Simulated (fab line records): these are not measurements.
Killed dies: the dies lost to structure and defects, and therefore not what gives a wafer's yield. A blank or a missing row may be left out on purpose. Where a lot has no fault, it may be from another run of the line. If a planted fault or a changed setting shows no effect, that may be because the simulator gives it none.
Matching of chambers + flow n5Finfet + 4 sister chambers for N5_BEOL_M2_ETCHBACK_99 on rieDiel-01
The step etches SiO2 in CHF3, target depth 5 nm, time 10.4 s. 24 wafers are shown with their chamber, then 12 later ones without.

== WAFERS PAIRED WITH THEIR CHAMBERS ==
| wafer  | chamber | showerheadPlenumPTorr (Torr) | drypumpMotorCurrentA (A) | throttleValvePct (%) |
|--------|---------|------------------------------|--------------------------|----------------------|
| L074.1 | 0       | 2.02                         | 6.1                      | 17.27                |
| L074.2 | 3       | 2.18                         | 5.7                      | 17.37                |
| L074.3 | 2       | 2.17                         | 5.2                      | 16.63                |
| L075.1 | 2       | 2.17                         | 5.2                      | 16.61                |
| L075.4 | 0       | 2.02                         | 6.1                      | 17.28                |
| L075.6 | 2       | 2.17                         | 5.2                      | 16.62                |
| L076.3 | 3       | 2.18                         | 5.7                      | 17.39                |
| L076.4 | 1       | 2.29                         | 5.7                      | 17.23                |
| L076.5 | 2       | 2.17                         | 5.2                      | 16.63                |
| L079.1 | 2       | 2.16                         | 5.2                      | 16.63                |
| L079.2 | 3       | 2.17                         | 5.7                      | 17.39                |
| L079.3 | 0       | 2.01                         | 6.0                      | 17.29                |
| L078.2 | 3       | 2.17                         | 5.7                      | 17.40                |
| L078.4 | 0       | 2.01                         | 6.0                      | 17.31                |
| L078.5 | 0       | 2.01                         | 6.0                      | 17.30                |
| L081.2 | 0       | 2.01                         | 6.1                      | 17.31                |
| L081.3 | 1       | 2.29                         | 5.7                      | 17.26                |
| L081.5 | 3       | 2.17                         | 5.7                      | 17.40                |
| L083.1 | 1       | 2.29                         | 5.7                      | 17.26                |
| L083.3 | 2       | 2.16                         | 5.2                      | 16.67                |
| L083.4 | 0       | 2.01                         | 6.1                      | 17.30                |
| L084.1 | 3       | 2.17                         | 5.7                      | 17.41                |
| L084.4 | 1       | 2.29                         | 5.7                      | 17.28                |
| L084.6 | 2       | 2.16                         | 5.2                      | 16.67                |

SIGNATURES (averages over the wafers above)
| reading               | chamber 0 | chamber 1 | chamber 2 | chamber 3 | scatter within a chamber |
|-----------------------|-----------|-----------|-----------|-----------|--------------------------|
| showerheadPlenumPTorr | 2.0129    | 2.2900    | 2.1657    | 2.1733    | 0.00473                  |
| drypumpMotorCurrentA  | 6.057     | 5.700     | 5.200     | 5.700     | 0.0293                   |
| throttleValvePct      | 17.2943   | 17.2575   | 16.6371   | 17.3933   | 0.0186                   |
Rule: a wafer lies at a distance from a chamber equal to the root of the sum of squares, over the readings, of (its reading less the chamber's mean, divided by the reading's scatter). The wafer belongs to the nearest chamber; if the next one is less than 2 further off, it can't be placed. The scatter: the root of (the sum of the squares of (reading less its chamber's mean) over the shown wafers, divided by (wafers less chambers)).

== WAFERS WITH NO CHAMBER GIVEN ==
| wafer  | showerheadPlenumPTorr (Torr) | drypumpMotorCurrentA (A) | throttleValvePct (%) |
|--------|------------------------------|--------------------------|----------------------|
| L089.2 | 2.28                         | 5.7                      | 17.27                |
| L089.4 | 2.27                         | 6.0                      | 16.81                |
| L089.5 | 2.27                         | 6.0                      | 16.81                |
| L094.2 | 2.28                         | 5.7                      | 17.30                |
| L094.3 | 2.16                         | 5.7                      | 17.46                |
| L094.5 | 2.28                         | 5.7                      | 17.29                |
| L095.1 | 2.15                         | 5.2                      | 16.72                |
| L095.4 | 2.27                         | 6.1                      | 16.80                |
| L095.6 | 2.15                         | 5.2                      | 16.73                |
| L096.1 | 2.27                         | 6.0                      | 16.82                |
| L096.4 | 2.16                         | 5.7                      | 17.47                |
| L096.6 | 2.16                         | 5.7                      | 17.47                |

== THE CHAMBER EACH PASSED THROUGH ==
| wafer  | from the rows above | in truth                   |
|--------|---------------------|----------------------------|
| L089.2 | 1                   | 1                          |
| L089.4 | 1                   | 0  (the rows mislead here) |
| L089.5 | 1                   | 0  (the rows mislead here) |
| L094.2 | 1                   | 1                          |
| L094.3 | 3                   | 3                          |
| L094.5 | 1                   | 1                          |
| L095.1 | 2                   | 2                          |
| L095.4 | 1                   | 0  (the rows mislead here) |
| L095.6 | 2                   | 2                          |
| L096.1 | 1                   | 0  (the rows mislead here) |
| L096.4 | 3                   | 3                          |
| L096.6 | 3                   | 3                          |
8 of 12 placed correctly. Left unplaced by these rows: 0. Placed wrongly: 4.
